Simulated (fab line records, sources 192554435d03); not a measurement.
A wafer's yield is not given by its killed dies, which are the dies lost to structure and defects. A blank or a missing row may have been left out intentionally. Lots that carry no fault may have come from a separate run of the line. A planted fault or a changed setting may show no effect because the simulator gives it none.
fab line records -- flow n5Finfet
record: lots: 5, wafers: 15, lastDay: 18
route steps=1938 shown BEOL_M15@1812 PASSIVATION@1936
lots with no fault: from the same line, run without faults
startH: hours from the record's opening day to when the first of the lot's shown wafers began -- waitH: hours elapsed since this lot's preceding step -- " repeats the value in the row above -- L1.1+2: a row that stands for several wafers -- - no value, or no start was given -- * or withheld: withheld -- < > ~ a bound
route shown NAME@n: a module of which the file shows steps, and the number in the route of the first -- usual: mean/standard deviation of fault-free wafers -- same: alike in all rows -- chamber/n: place in a boat -- sites: per-site readings -- _std_site: standard deviation across them -- _edge_site: mean of outer sites minus mean of inner sites -- radiusMm: for every site, how far away it sits from the centre of the wafer -- mask NAME#n: copy n -- behind: tool/chamber where the wafer was last shaped -- hold: why the lot went on hold/how many hours it stayed there/how the hold came to an end -- device: the n, p or np transistor that did not switch -- end of line: at the end of the route, the tests of the same wafers -- a step with no rows: only its recipe -- killed: not the wafer's yield, but the dies lost to structure and defects at the first sort -- map: dies across one wafer; x = killed, . = not, _ = none there
set.NAME: the run value of the setting; set.NAME@STEP: its run value at that earlier step -- model.NAME: the simulator's own value behind a step, which no gauge read
lots at selected steps of the route; one table per step, one row per wafer
services: the hour from which a tool's chamber was out of use, counted from the record's first day as startH (under 0 if before that day), plus the number of hours and why
== steps ==
step: N5_BEOL_M15_STRIP_62
recipe: chemistry: O2, powerW: 600, tempC: 60, pressureMtorr: 30, rfFrequencyHz: 6e+07, biasPowerW: 0, overashFraction: 0.3, o2FlowSccm: 225
step: N5_BEOL_M15_STRIP_37
recipe: chemistry: O2, powerW: 600, tempC: 60, pressureMtorr: 30, rfFrequencyHz: 6e+07, biasPowerW: 0, overashFraction: 0.3, o2FlowSccm: 225
step: N5_BEOL_M15_ETCH_38
recipe: chemistry: CF4/N2, target: SiCN, targetDepthA: 1064, taperDeg: 2, timeS: 120.5, ionEnergyEv: 150, maskMaterial: SiO2, pressureMtorr: 40, sourceW: 430, biasW: 70, Ar_flow_sccm: 100, cf4FlowSccm: 60, n2FlowSccm: 60
step: N5_BEOL_M15_PRECLEAN_39
recipe: chemistry: residueRemover, timeS: 60, tempC: 40
step: N5_BEOL_M15_SRD_40
recipe: timeS: 30, tempC: 23, rinseLiquid: diw, dry: n2Spin, spinRpm: 1500, dryTimeS: 30
step: N5_BEOL_M15_DEGAS_41
recipe: ambient: vacuum, tempC: 300, timeS: 60
usual: heaterPowerW: 485/24
lot.wafer,tool,chamber,startH,waitH,heaterPowerW
L401.1,pvdSputter-01,-,241.67,0.3,472
L401.2,pvdSputter-01,-,241.67,0.3,465
L401.5,pvdSputter-01,-,241.67,0.3,532
L408.1,pvdSputter-02,-,291.13,2.2,484
L408.4,pvdSputter-02,-,291.13,2.2,462
L408.5,pvdSputter-02,-,291.13,2.2,494
L415.2,pvdSputter-01,-,348.47,0.4,531
L415.3,pvdSputter-01,-,348.47,0.4,464
L415.5,pvdSputter-01,-,348.47,0.4,466
L421.2,pvdSputter-03,-,380.93,0.6,540
L421.5,pvdSputter-03,-,380.93,0.6,516
L421.6,pvdSputter-03,-,380.93,0.6,450
L423.1,pvdSputter-01,-,411.72,0.2,545
L423.4,pvdSputter-01,-,411.72,0.2,464
L423.6,pvdSputter-01,-,411.72,0.2,470
step: N5_BEOL_M15_PRE_CLEAN_42
recipe: gas: H2/He, timeS: 30, tempC: 300
usual: heaterPowerW: 485/23
lot.wafer,tool,chamber,startH,waitH,heaterPowerW
L401.1,pvdSputter-01,-,241.71,0.0,483
L401.2,pvdSputter-01,-,241.71,0.0,471
L401.5,pvdSputter-01,-,241.71,0.0,530
L408.1,pvdSputter-02,-,291.17,0.0,500
L408.4,pvdSputter-02,-,291.17,0.0,461
L408.5,pvdSputter-02,-,291.17,0.0,486
L415.2,pvdSputter-01,-,348.51,0.0,522
L415.3,pvdSputter-01,-,348.51,0.0,476
L415.5,pvdSputter-01,-,348.51,0.0,473
L421.2,pvdSputter-03,-,380.97,0.0,516
L421.5,pvdSputter-03,-,380.97,0.0,529
L421.6,pvdSputter-03,-,380.97,0.0,460
L423.1,pvdSputter-01,-,411.76,0.0,525
L423.4,pvdSputter-01,-,411.76,0.0,465
L423.6,pvdSputter-01,-,411.76,0.0,464
step: N5_BEOL_M15_SPUTTER_43
recipe: material: TaN, targetThkA: 150, tempC: 50, biasV: 168.6, powerW: 15000, chamberPressurePa: 0.12, timeS: 24.19
usual: throttleValvePct: 30.1/1.2
lot.wafer,tool,chamber,startH,waitH,throttleValvePct
L401.1,pvdSputter-01,-,241.75,0.0,32.8
L401.2,pvdSputter-01,-,241.75,0.0,29.9
L401.5,pvdSputter-01,-,241.75,0.0,29.0
L408.1,pvdSputter-02,-,291.21,0.0,30.6
L408.4,pvdSputter-02,-,291.21,0.0,29.6
L408.5,pvdSputter-02,-,291.21,0.0,30.5
L415.2,pvdSputter-01,-,348.55,0.0,29.2
L415.3,pvdSputter-01,-,348.55,0.0,30.5
L415.5,pvdSputter-01,-,348.55,0.0,30.6
L421.2,pvdSputter-03,-,381.01,0.0,31.1
L421.5,pvdSputter-03,-,381.01,0.0,31.4
L421.6,pvdSputter-03,-,381.01,0.0,30.9
L423.1,pvdSputter-01,-,411.80,0.0,29.2
L423.4,pvdSputter-01,-,411.80,0.0,32.8
L423.6,pvdSputter-01,-,411.80,0.0,32.5
step: N5_BEOL_M15_SPUTTER_44
recipe: material: Ta, targetThkA: 150, tempC: 50, biasV: 80, powerW: 15000, chamberPressurePa: 0.07, timeS: 24.19
usual: throttleValvePct: 30.1/1.2
lot.wafer,tool,chamber,startH,waitH,throttleValvePct
L401.1,pvdSputter-01,-,241.83,0.0,32.7
L401.2,pvdSputter-01,-,241.83,0.0,29.9
L401.5,pvdSputter-01,-,241.83,0.0,29.3
L408.1,pvdSputter-02,-,291.29,0.0,30.2
L408.4,pvdSputter-02,-,291.29,0.0,29.4
L408.5,pvdSputter-02,-,291.29,0.0,30.4
L415.2,pvdSputter-01,-,348.63,0.0,29.4
L415.3,pvdSputter-01,-,348.63,0.0,30.6
L415.5,pvdSputter-01,-,348.63,0.0,30.7
L421.2,pvdSputter-03,-,381.09,0.0,30.7
L421.5,pvdSputter-03,-,381.09,0.0,31.3
L421.6,pvdSputter-03,-,381.09,0.0,30.7
L423.1,pvdSputter-01,-,411.88,0.0,29.2
L423.4,pvdSputter-01,-,411.88,0.0,32.6
L423.6,pvdSputter-01,-,411.88,0.0,32.5
step: N5_BEOL_M15_SPUTTER_45
recipe: material: Cu, targetThkA: 1000, tempC: -20, biasV: 60, powerW: 26000, chamberPressurePa: 0.13, timeS: 16.67
usual: throttleValvePct: 30.1/1.2
lot.wafer,tool,chamber,startH,waitH,throttleValvePct
L401.1,pvdSputter-01,-,241.91,0.0,32.7
L401.2,pvdSputter-01,-,241.91,0.0,29.4
L401.5,pvdSputter-01,-,241.91,0.0,29.0
L408.1,pvdSputter-02,-,291.37,0.0,30.8
L408.4,pvdSputter-02,-,291.37,0.0,29.4
L408.5,pvdSputter-02,-,291.37,0.0,30.5
L415.2,pvdSputter-01,-,348.71,0.0,29.1
L415.3,pvdSputter-01,-,348.71,0.0,30.6
L415.5,pvdSputter-01,-,348.71,0.0,30.9
L421.2,pvdSputter-03,-,381.17,0.0,30.9
L421.5,pvdSputter-03,-,381.17,0.0,31.0
L421.6,pvdSputter-03,-,381.17,0.0,30.9
L423.1,pvdSputter-01,-,411.96,0.0,29.5
L423.4,pvdSputter-01,-,411.96,0.0,32.7
L423.6,pvdSputter-01,-,411.96,0.0,33.1
step: N5_BEOL_M15_ECD_47
recipe: material: Cu, targetThkA: 18600
step: N5_BEOL_M15_ANNEAL_48
recipe: tempC: 225, timeS: 90, ambient: N2
step: N5_BEOL_M15_CMP_49
recipe: stopOn: SiO2, tOverpolishS: 4.9, downForcePsi: 2, platenRpm: 80, clearingPlatenDownForcePsi: 2, clearingPlatenRpm: 80, postCmpClean: cuAlkaline, targetThkNm: 850, clearingPlatenPadVelocityMS: 1.5917, padVelocityMS: 1.5917
usual: barrierFieldEndpointS: 11.36/0.27, headPressurePsi: 1.999/0.0041, motorCurrentA: 8.0/0.7, overpolishRunS: 4.901/0.0084, padLifeWafers: 900/650, slurryFlowMlMin: 150.0/0.46
lot.wafer,tool,chamber,startH,waitH,barrierFieldEndpointS,headPressurePsi,motorCurrentA,overpolishRunS,padLifeWafers,slurryFlowMlMin
L401.2,cmp-03,0,242.56,0.2,11.12,1.995,8.8,4.902,1878,150.4
L401.1,cmp-03,3,242.56,0.2,11.63,2.000,8.5,4.901,1881,150.1
L401.5,cmp-03,1,242.56,0.2,11.01,1.996,8.5,4.909,-,150.4
L408.1,cmp-04,3,292.12,0.3,11.59,1.990,8.0,4.900,1339,149.1
L408.4,cmp-04,0,292.12,0.3,15.25,1.484,7.3,4.903,1340,150.5
L408.5,cmp-04,3,292.12,0.3,11.67,1.994,8.2,4.902,-,150.1
L415.3,cmp-01,2,349.41,0.2,11.28,2.004,7.6,4.905,343,150.2
L415.2,cmp-01,3,349.41,0.2,11.47,2.000,9.0,4.912,344,149.6
L415.5,cmp-01,2,349.41,0.2,11.20,2.000,7.7,4.896,-,149.3
L421.2,cmp-04,1,381.87,0.2,11.35,1.996,7.7,4.899,43,150.2
L421.5,cmp-04,0,381.87,0.2,11.34,1.994,8.3,4.908,-,150.5
L421.6,cmp-04,1,381.87,0.2,11.22,1.996,8.0,4.888,-,149.3
L423.4,cmp-01,2,412.61,0.1,11.37,1.997,7.5,4.901,822,150.5
L423.1,cmp-01,3,412.61,0.1,11.42,1.999,9.5,4.903,823,150.6
L423.6,cmp-01,2,412.61,0.1,11.15,2.003,7.9,4.908,-,148.8
step: N5_PASSIVATION_PROBE_49
usual: defectLimitedYield: 91.2/1.6, killed_at_M0_to_M3: 34/11, killed_at_M4_up: 14/5.7, killedAtContacts: 14/6.6, killedAtFrontEnd: 37/10, killedAtOther: 4/3.2, killedDies: 104/19, killedOpen: 69/13, killedShort: 33/8.7, sort_bin_4_leakage: 0.00/0.014, sort_bin_5_function: 5.1/1, sort_bin_6_memory: 3.3/0.76, sort_bin_8_speed: 0.00/0.016, sortNPass: 1076/19, sortYieldPct: 91.2/1.6
same: grossDies: 1180, killedAtBackSide: 0
lot.wafer,tool,chamber,startH,waitH,defectLimitedYield[%],killed_at_M0_to_M3,killed_at_M4_up,killedAtContacts,killedAtFrontEnd,killedAtOther,killedDies,killedOpen,killedShort,sort_bin_4_leakage[%],sort_bin_5_function[%],sort_bin_6_memory[%],sort_bin_8_speed[%],sortNPass,sortYieldPct[%]
L401.1,prober-02,-,256.37,0.0,91.2,33,20,21,30,0,104,72,29,0,5.3,2.9,0,1076,91.2
L401.2,prober-02,-,256.42,0.1,89.7,36,18,16,45,7,122,78,33,0,6.4,3.4,0,1058,89.7
L401.5,prober-02,-,256.57,0.2,93.6,32,6,17,17,3,75,56,18,0,3.7,2.5,0,1105,93.6
L408.1,prober-02,-,308.69,0.0,92.8,31,16,11,23,4,85,55,29,0,3.9,3.1,0,1095,92.8
L408.4,prober-02,-,308.84,0.2,92.7,33,10,15,26,2,86,63,22,0,4.7,2.6,0,1094,92.7
L408.5,prober-02,-,308.89,0.2,93.6,27,7,17,20,4,75,52,20,0,3.9,2.3,0,1105,93.6
killed by level:class
L401.1 MOL_CONTACT_COAG:geometricParticle:open=17 FIN_SAQP:geometricParticle:open=8 BEOL_M0_SAQP:geometricParticle:open=8 STI_FIN_REVEAL:geometricParticle:open=6 BEOL_M0_SAQP:geometricParticle:short=6 BEOL_M4:geometricParticle:short=5 BEOL_M4:geometricParticle:open=5 MOL_CONTACT_COAG:geometricParticle:short=4
L401.2 MOL_CONTACT_COAG:geometricParticle:open=13 BEOL_M0_SAQP:geometricParticle:open=10 SPACER0:geometricParticle:open=9 SPACER0:geometricParticle:short=9 BEOL_M0:geometricParticle:open=8 BEOL_M0_SAQP:geometricParticle:short=6 BEOL_M4:geometricParticle:open=6 HKMG_FIN:areaEtch=6
L401.5 MOL_CONTACT_COAG:geometricParticle:open=13 BEOL_M2:geometricParticle:open=7 BEOL_M0_SAQP:geometricParticle:open=6 BEOL_M1:geometricParticle:open=6 BEOL_M0_SAQP:geometricParticle:short=5 MOL_CONTACT_COAG:geometricParticle:short=4 BEOL_M3:geometricParticle:open=4 BEOL_M4:geometricParticle:open=4
L408.1 MOL_CONTACT_COAG:geometricParticle:open=8 BEOL_M4:geometricParticle:open=8 BEOL_M0_SAQP:geometricParticle:short=7 BEOL_M0_SAQP:geometricParticle:open=6 BEOL_M1:geometricParticle:open=5 BEOL_M2:geometricParticle:open=5 STARTING-WAFER:geometricParticle:short=5 FIN_SAQP:geometricParticle:short=3
L408.4 MOL_CONTACT_COAG:geometricParticle:open=15 BEOL_M1:geometricParticle:open=9 BEOL_M0_SAQP:geometricParticle:open=6 BEOL_M2:geometricParticle:open=5 BEOL_M3:geometricParticle:open=5 STI_FIN_REVEAL:geometricParticle:short=4 GATE_CUT:geometricParticle:short=4 GATE_CUT:geometricParticle:open=4
L408.5 MOL_CONTACT_COAG:geometricParticle:open=15 DUMMY_GATE:geometricParticle:open=6 BEOL_M1:geometricParticle:open=6 BEOL_M0_SAQP:geometricParticle:short=4 BEOL_M2:geometricParticle:open=4 BEOL_M3:geometricParticle:open=4 GATE_CUT:geometricParticle:open=3 BEOL_M0_SAQP:geometricParticle:open=3
== services ==
tool,chamber,startH,hours,kind
cmp-03,-,220.94,0.8,repair
cmp-03,-,233.89,0.3,repair
cmp-03,-,259.78,4.0,pm
cmp-03,-,263.78,-,consumableReplace:conditioner
cmp-03,-,263.78,-,consumableReplace:pad
cmp-04,-,278.21,0.4,repair
cmp-01,-,287.77,0.5,repair
cmp-01,-,288.30,5.9,pm
cmp-01,-,302.33,2.0,repair
pvdSputter-03,-,309.90,0.8,repair
cmp-03,-,311.07,5.7,pm
cmp-01,-,312.15,4.0,pm
cmp-01,-,316.15,-,consumableReplace:conditioner
cmp-01,-,316.15,-,consumableReplace:pad
cmp-03,-,324.47,1.2,repair
pvdSputter-01,-,335.20,1.6,repair
cmp-04,-,337.08,5.0,pm
cmp-03,-,338.28,3.1,repair
cmp-01,-,351.97,1.0,repair
cmp-04,-,372.13,4.0,pm
cmp-04,-,376.13,-,consumableReplace:conditioner
cmp-04,-,376.13,-,consumableReplace:pad
cmp-03,-,411.82,1.2,repair
== key ==
firstSign: step: N5_BEOL_M15_CMP_49, reading: headPressurePsi, direction: down, sigmas: 99+, usual: 1.999, struck: 1.484
effect: step: N5_BEOL_M15_CMP_49, reading: barrierFieldEndpointS, direction: up, sigmas: 15, usual: 11.36, struck: 15.25
metAt N5_BEOL_M15_CMP_49
struckWafers L408.4
fault: kind: processParameterDrift, tool: cmp-04, chamber: 0, onsetH: 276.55, steps: N5_BEOL_M15_CMP_49, channel: downForcePsi, offset: -0.51703, shape: step, endH: 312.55, actsIn: theseRecipesOnly, stated: 2
